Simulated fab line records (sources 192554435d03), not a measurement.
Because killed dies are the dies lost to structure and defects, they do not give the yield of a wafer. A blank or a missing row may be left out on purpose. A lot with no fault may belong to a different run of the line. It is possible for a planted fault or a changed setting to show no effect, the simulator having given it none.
Which tool was responsible?	flow n5Finfet	Sampling: 22 lots, 66 wafers, 6 of 1938 route steps

WHAT EACH GAUGE READ, for each wafer
N5_GATE_CUT_THK_MEAS_24.
lot	measured	on	GC_FILL_THK (nm)
L074	day 4 15:36	filmMetro-01	216.4 220.8 218.4
L075	day 4 20:19	filmMetro-01	223.9 222.9 221.2
L077	day 5 09:16	filmMetro-02	216.1 220.2 222.1
L078	day 5 16:47	filmMetro-01	219.0 218.8 223.5
L079	day 5 20:15	filmMetro-01	218.0 215.8 218.7
L080	day 6 02:12	filmMetro-02	221.3 221.6 223.0
L081	day 6 10:23	filmMetro-02	217.2 220.9 223.5
L083	day 6 19:56	filmMetro-01	220.0 221.1 219.6
L084	day 7 02:17	filmMetro-01	223.5 227.4 225.9
L085	day 7 09:49	filmMetro-02	219.6 220.0 221.5
L086	day 7 16:05	filmMetro-02	219.6 222.4 220.2
L087	day 7 19:54	filmMetro-02	219.2 216.5 220.6
L088	day 8 02:53	filmMetro-02	216.6 218.7 220.8
L090	day 8 11:08	filmMetro-02	218.9 222.7 220.7
L089	day 8 12:41	filmMetro-01	221.3 219.7 220.6
L091	day 8 18:43	filmMetro-02	219.5 219.4 220.8
L092	day 9 03:31	filmMetro-01	218.1 218.4 217.4
L093	day 9 08:53	filmMetro-01	220.6 222.8 221.8
L094	day 9 13:23	filmMetro-02	218.5 219.1 221.4
L095	day 9 19:03	filmMetro-01	217.0 219.1 219.8
L096	day 10 02:22	filmMetro-02	219.3 219.9 221.2
L097	day 10 08:38	filmMetro-02	217.4 217.9 219.2

N5_MOL_CONTACT_COAG_CD_MEAS_99: the cd target is 17.2 nm.
lot	measured	on	cdNm (nm)
L074	day 4 17:17	cdSem-01	17.1 17.5 17.0
L075	day 4 21:59	cdSem-03	16.9 17.1 18.1
L077	day 5 10:50	cdSem-03	16.6 17.2 16.8
L078	day 5 18:56	cdSem-03	16.9 17.5 17.8
L079	day 5 21:56	cdSem-03	17.3 17.2 17.1
L080	day 6 03:53	cdSem-03	16.7 17.4 16.5
L081	day 6 11:57	cdSem-03	16.9 16.7 17.1
L083	day 6 21:44	cdSem-02	16.0 16.6 17.3
L084	day 7 03:58	cdSem-01	17.3 17.4 17.5
L085	day 7 11:34	cdSem-02	17.0 17.3 18.1
L086	day 7 17:38	cdSem-01	17.4 17.6 17.6
L087	day 7 21:39	cdSem-01	17.5 17.1 17.3
L088	day 8 04:38	cdSem-02	17.1 18.0 16.8
L090	day 8 12:59	cdSem-02	17.4 17.8 18.3
L089	day 8 20:53	cdSem-02	17.0 17.3 17.1
L091	day 8 20:24	cdSem-01	17.6 17.0 17.9
L092	day 9 05:16	cdSem-02	16.8 17.2 17.2
L093	day 9 10:34	cdSem-01	17.2 17.6 17.4
L094	day 9 15:05	cdSem-02	17.5 17.0 17.3
L095	day 9 20:54	cdSem-03	17.7 17.6 17.3
L096	day 10 03:57	cdSem-03	17.5 17.7 17.2
L097	day 10 10:43	cdSem-03	16.6 17.7 17.7

TOOL THAT RAN EACH LOT (tool first, then ch and the chambers of the sampled wafers, then the start)
lot	N5_GATE_CUT_DESCUM_18	N5_GATE_CUT_HM_OPEN_40	N5_GATE_CUT_CMP_23	N5_MOL_CONTACT_COAG_CONTACT_ETCH_14
L074	rieDiel-01 ch 0,1,3, day 4 12:32	rieDiel-01 ch 0,1,3, day 4 12:42	cmp-04 ch 0,2,3, day 4 15:18	rieDiel-02 ch 0,1,3, day 4 17:04
L075	rieDiel-03 ch 0,1,2, day 4 16:43	rieDiel-03 ch 0,1,2, day 4 16:53	cmp-03 ch 0,1,3, day 4 20:08	rieDiel-02 ch 0,1, day 4 21:47
L077	rieDiel-01 ch 1,2, day 5 06:39	rieDiel-01 ch 1,2, day 5 06:49	cmp-02 ch 0,1,2, day 5 09:03	rieDiel-02 ch 2,3, day 5 10:37
L078	rieDiel-03 ch 0,2, day 5 13:52	rieDiel-03 ch 0,2, day 5 14:02	cmp-02 ch 1,3, day 5 16:28	rieDiel-04 ch 1,2, day 5 18:44
L079	rieDiel-03 ch 2,3, day 5 17:38	rieDiel-03 ch 2,3, day 5 17:47	cmp-03 ch 0,3, day 5 19:57	rieDiel-06 ch 0,2,3, day 5 21:43
L080	rieDiel-03 ch 0,1,2, day 5 23:35	rieDiel-03 ch 0,1,2, day 5 23:44	cmp-04 ch 1,2,3, day 6 01:54	rieDiel-04 ch 1,2,3, day 6 03:40
L081	rieDiel-03 ch 1,2,3, day 6 07:45	rieDiel-03 ch 1,2,3, day 6 07:55	cmp-03 ch 1,3, day 6 10:07	rieDiel-04 ch 0,1,3, day 6 11:44
L083	rieDiel-03 ch 0,3, day 6 16:44	rieDiel-03 ch 0,3, day 6 16:54	cmp-03 ch 0,1,3, day 6 19:43	rieDiel-06 ch 0,2,3, day 6 21:32
L084	rieDiel-05 ch 0,1,2, day 6 23:39	rieDiel-05 ch 0,1,2, day 6 23:49	cmp-02 ch 1,2,3, day 7 02:04	rieDiel-06 ch 0,3, day 7 03:45
L085	rieDiel-05 ch 0,1, day 7 07:12	rieDiel-05 ch 0,1, day 7 07:22	cmp-04 ch 0,2,3, day 7 09:32	rieDiel-06 ch 0,3, day 7 11:20
L086	rieDiel-01 ch 0,1,3, day 7 13:16	rieDiel-01 ch 0,1,3, day 7 13:25	cmp-03 ch 0,1,3, day 7 15:47	rieDiel-04 ch 1,2,3, day 7 17:26
L087	rieDiel-01 ch 0,1,2, day 7 17:11	rieDiel-01 ch 0,1,2, day 7 17:21	cmp-04 ch 0,2, day 7 19:38	rieDiel-04 ch 0,1,3, day 7 21:26
L088	rieDiel-01 ch 0,1,2, day 8 00:08	rieDiel-01 ch 0,1,2, day 8 00:18	cmp-02 ch 0,1,3, day 8 02:35	rieDiel-06 ch 0,3, day 8 04:25
L090	rieDiel-03 ch 1,2, day 8 08:31	rieDiel-03 ch 1,2, day 8 08:40	cmp-03 ch 1,2, day 8 10:50	rieDiel-04 ch 2,3, day 8 12:46
L089	rieDiel-01 ch 0,2, day 8 08:58	rieDiel-01 ch 0,2, day 8 09:07	cmp-02 ch 0,1,2, day 8 12:26	rieDiel-06 ch 0,2, day 8 20:40
L091	rieDiel-03 ch 1,3, day 8 16:05	rieDiel-03 ch 1,3, day 8 16:15	cmp-04 ch 0,1,3, day 8 18:25	rieDiel-02 ch 0,1,3, day 8 20:11
L092	rieDiel-03 ch 1,2,3, day 9 00:53	rieDiel-03 ch 1,2,3, day 9 01:04	cmp-04 ch 0,2,3, day 9 03:13	rieDiel-06 ch 2, day 9 04:57
L093	rieDiel-01 ch 1,2,3, day 9 06:15	rieDiel-01 ch 1,2,3, day 9 06:25	cmp-04 ch 0,3, day 9 08:35	rieDiel-02 ch 0,3, day 9 10:20
L094	rieDiel-03 ch 0,1, day 9 10:46	rieDiel-03 ch 0,1, day 9 10:56	cmp-02 ch 1,2, day 9 13:06	rieDiel-04 ch 0,3, day 9 14:53
L095	rieDiel-05 ch 0,1,3, day 9 16:26	rieDiel-05 ch 0,1,3, day 9 16:35	cmp-03 ch 0,2,3, day 9 18:45	rieDiel-04 ch 1,2,3, day 9 20:41
L096	rieDiel-01 ch 0,1,2, day 9 23:28	rieDiel-01 ch 0,1,2, day 9 23:38	cmp-03 ch 1,2,3, day 10 02:05	rieDiel-04 ch 1,2,3, day 10 03:44
L097	rieDiel-03 ch 1,2,3, day 10 06:01	rieDiel-03 ch 1,2,3, day 10 06:11	cmp-04 ch 0,1,2, day 10 08:23	rieDiel-02 ch 1,2, day 10 10:30
- N5_GATE_CUT_DESCUM_18: chemistry O2, time 7 s.
- N5_GATE_CUT_HM_OPEN_40: chemistry C4F6/O2, target SiO2, target depth 139 nm, time 85.1 s.
- N5_GATE_CUT_CMP_23: polishes, stops on SiO2, t overpolish 23.4 s, target thk 16 nm.
- N5_MOL_CONTACT_COAG_CONTACT_ETCH_14: etches SiO2 in C4F6/O2, target depth 27.5 nm, overetch 8.5 nm, time 20 s.

WHAT THE TOOLS THEMSELVES READ (means of the sampled wafers that have a number; where no wafer has one, the mark that the record gives instead)
N5_GATE_CUT_DESCUM_18.
lot	tool	chamberPressureMTorr (mTorr)	drypumpMotorCurrentA (A)	oesProductAu (a.u.)	rfVppV (V)	showerheadPlenumPTorr (Torr)	throttleValvePct (%)
L074	rieDiel-01	19.998	5.4	0.85	242.5	2.09	20.43
L075	rieDiel-03	20.007	5.7	0.83	242.3	2.06	20.40
L077	rieDiel-01	19.994	5.3	0.78	242.7	2.09	20.70
L078	rieDiel-03	19.986	5.3	0.77	242.2	2.05	20.46
L079	rieDiel-03	19.987	5.3	0.74	244.1	2.13	20.49
L080	rieDiel-03	20.005	5.7	0.82	242.7	2.06	20.42
L081	rieDiel-03	20.000	5.5	0.81	243.1	2.08	20.39
L083	rieDiel-03	20.012	5.7	0.73	244.3	2.12	20.60
L084	rieDiel-05	20.000	6.2	0.81	243.7	2.12	20.21
L085	rieDiel-05	20.005	5.9	0.82	243.6	2.13	20.27
L086	rieDiel-01	19.996	5.3	0.81	243.1	2.08	20.47
L087	rieDiel-01	20.010	5.2	0.81	242.5	2.10	20.61
L088	rieDiel-01	19.987	5.2	0.81	243.2	2.10	20.61
L090	rieDiel-03	20.011	5.8	0.87	242.2	2.03	20.31
L089	rieDiel-01	20.020	4.9	0.81	243.3	2.10	20.61
L091	rieDiel-03	19.994	5.6	0.77	242.9	2.13	20.46
L092	rieDiel-03	19.996	5.5	0.78	242.2	2.07	20.42
L093	rieDiel-01	20.002	5.4	0.74	242.3	2.06	20.59
L094	rieDiel-03	19.984	6.0	0.84	242.6	2.06	20.39
L095	rieDiel-05	20.010	5.8	0.75	242.5	2.11	20.33
L096	rieDiel-01	19.985	5.2	0.80	243.2	2.10	20.64
L097	rieDiel-03	19.997	5.5	0.78	242.2	2.07	20.43

N5_GATE_CUT_HM_OPEN_40.
lot	tool	chamberPressureMTorr (mTorr)	drypumpMotorCurrentA (A)	etchRfOnTimeS (s)	oesProductAu (a.u.)	rfVppV (V)	showerheadPlenumPTorr (Torr)	throttleValvePct (%)
L074	rieDiel-01	29.992	5.4	91.3	0.78	657	2.84	20.89
L075	rieDiel-03	30.010	5.7	96.6	0.74	671	2.80	20.86
L077	rieDiel-01	30.004	5.2	93.1	0.70	673	2.84	21.20
L078	rieDiel-03	29.996	5.4	94.5	0.69	668	2.78	20.96
L079	rieDiel-03	30.017	5.3	92.8	0.67	649	2.87	20.90
L080	rieDiel-03	29.981	5.7	95.1	0.74	671	2.79	20.88
L081	rieDiel-03	29.984	5.5	95.2	0.73	658	2.82	20.82
L083	rieDiel-03	30.016	5.7	95.6	0.66	672	2.88	21.00
L084	rieDiel-05	29.998	6.1	97.2	0.74	654	2.87	20.60
L085	rieDiel-05	30.011	5.9	93.5	0.75	652	2.88	20.69
L086	rieDiel-01	29.992	5.4	95.4	0.74	656	2.83	20.93
L087	rieDiel-01	29.988	5.2	93.3	0.74	663	2.86	21.06
L088	rieDiel-01	29.984	5.2	93.3	0.74	664	2.85	21.08
L090	rieDiel-03	29.986	5.7	94.0	0.77	666	2.76	20.77
L089	rieDiel-01	29.957	4.9	95.3	0.73	653	2.84	21.07
L091	rieDiel-03	29.993	5.6	94.6	0.69	653	2.87	20.85
L092	rieDiel-03	30.006	5.6	94.4	0.70	658	2.81	20.85
L093	rieDiel-01	30.026	5.4	96.3	0.67	666	2.80	21.09
L094	rieDiel-03	29.974	6.0	94.2	0.75	674	2.79	20.83
L095	rieDiel-05	29.993	5.8	93.6	0.69	660	2.85	20.73
L096	rieDiel-01	29.985	5.2	94.0	0.72	662	2.85	21.09
L097	rieDiel-03	30.006	5.6	92.6	0.70	657	2.80	20.86

N5_GATE_CUT_CMP_23.
lot	tool	motorCurrentA (A)	overpolishRunS (s)	platenRpm (rpm)	timeToEndpointS (s)
L074	cmp-04	9.4	23.388	51.80	17.4
L075	cmp-03	8.1	23.400	51.82	17.6
L077	cmp-02	8.4	23.402	51.80	12.4
L078	cmp-02	8.7	23.407	51.78	14.6
L079	cmp-03	8.4	23.391	51.80	20.6
L080	cmp-04	9.3	23.394	51.79	17.9
L081	cmp-03	8.4	23.408	51.78	15.5
L083	cmp-03	8.1	23.400	51.78	15.4
L084	cmp-02	8.3	23.398	51.76	17.8
L085	cmp-04	9.1	23.390	51.78	18.6
L086	cmp-03	8.2	23.402	51.78	18.5
L087	cmp-04	8.6	23.392	51.80	19.1
L088	cmp-02	8.4	23.394	51.79	19.8
L090	cmp-03	8.4	23.393	51.80	19.5
L089	cmp-02	8.1	23.404	51.79	17.6
L091	cmp-04	9.8	23.392	51.79	18.4
L092	cmp-04	9.2	23.404	51.84	18.3
L093	cmp-04	9.8	23.405	51.80	16.4
L094	cmp-02	7.8	23.403	51.80	18.0
L095	cmp-03	8.3	23.398	51.82	19.0
L096	cmp-03	8.7	23.399	51.82	19.5
L097	cmp-04	9.0	23.402	51.82	14.3

N5_MOL_CONTACT_COAG_CONTACT_ETCH_14.
lot	tool	chamberPressureMTorr (mTorr)	drypumpMotorCurrentA (A)	oesProductAu (a.u.)	rfVppV (V)	showerheadPlenumPTorr (Torr)	throttleValvePct (%)
L074	rieDiel-02	29.996	5.5	0.73	696	3.00	21.40
L075	rieDiel-02	30.002	5.4	0.74	695	2.98	21.56
L077	rieDiel-02	30.008	5.2	0.67	694	2.94	21.31
L078	rieDiel-04	29.995	6.1	0.68	691	2.81	21.21
L079	rieDiel-06	29.994	5.7	0.61	692	2.86	21.67
L080	rieDiel-04	30.015	5.8	0.68	691	2.85	21.34
L081	rieDiel-04	30.002	5.7	0.69	692	2.87	21.37
L083	rieDiel-06	30.005	5.7	0.60	692	2.86	21.69
L084	rieDiel-06	29.983	5.9	0.59	692	2.89	21.81
L085	rieDiel-06	29.985	5.9	0.58	693	2.91	21.62
L086	rieDiel-04	30.018	5.8	0.66	692	2.85	21.35
L087	rieDiel-04	30.006	5.7	0.68	692	2.86	21.39
L088	rieDiel-06	30.016	5.9	0.58	693	2.88	21.81
L090	rieDiel-04	30.001	6.2	0.62	690	2.79	21.36
L089	rieDiel-06	29.989	5.5	0.60	690	2.82	21.61
L091	rieDiel-02	29.994	5.6	0.69	696	2.99	21.46
L092	rieDiel-06	30.002	5.2	0.61	688	2.77	21.69
L093	rieDiel-02	29.996	5.6	0.72	697	3.00	21.35
L094	rieDiel-04	30.016	6.0	0.65	689	2.82	21.45
L095	rieDiel-04	30.008	5.8	0.65	691	2.84	21.38
L096	rieDiel-04	29.998	5.8	0.65	691	2.84	21.38
L097	rieDiel-02	29.981	5.4	0.60	694	2.94	21.53

THE ANSWER, worked out from the rows above alone
Rule: usual is defined by the lots themselves. Put in order of their means at a reading, lots are off if they are a third of the lots or fewer, leave a main group of 4 or more, and stand apart from it by a gap of 3 or more times the standard deviation of the main group's means; of several such gaps the widest counts. A main group is skipped when, at the precision printed for the reading in the tables above, its means are all equal. Also off: a lot with no number at a reading for which 4 or more lots have one. The other lots that the step has rows for count as sound. Order of review: gauges by route order, followed by the tools' own readings, for which a lot's mean as printed above is used. At the first step where some lot is off, the reading lying furthest off is the one used; lots without a number count as furthest.
No lot is off on any of the readings shown, so nothing can be concluded from this.

WHAT WAS PUT IN BY THE SIMULATOR
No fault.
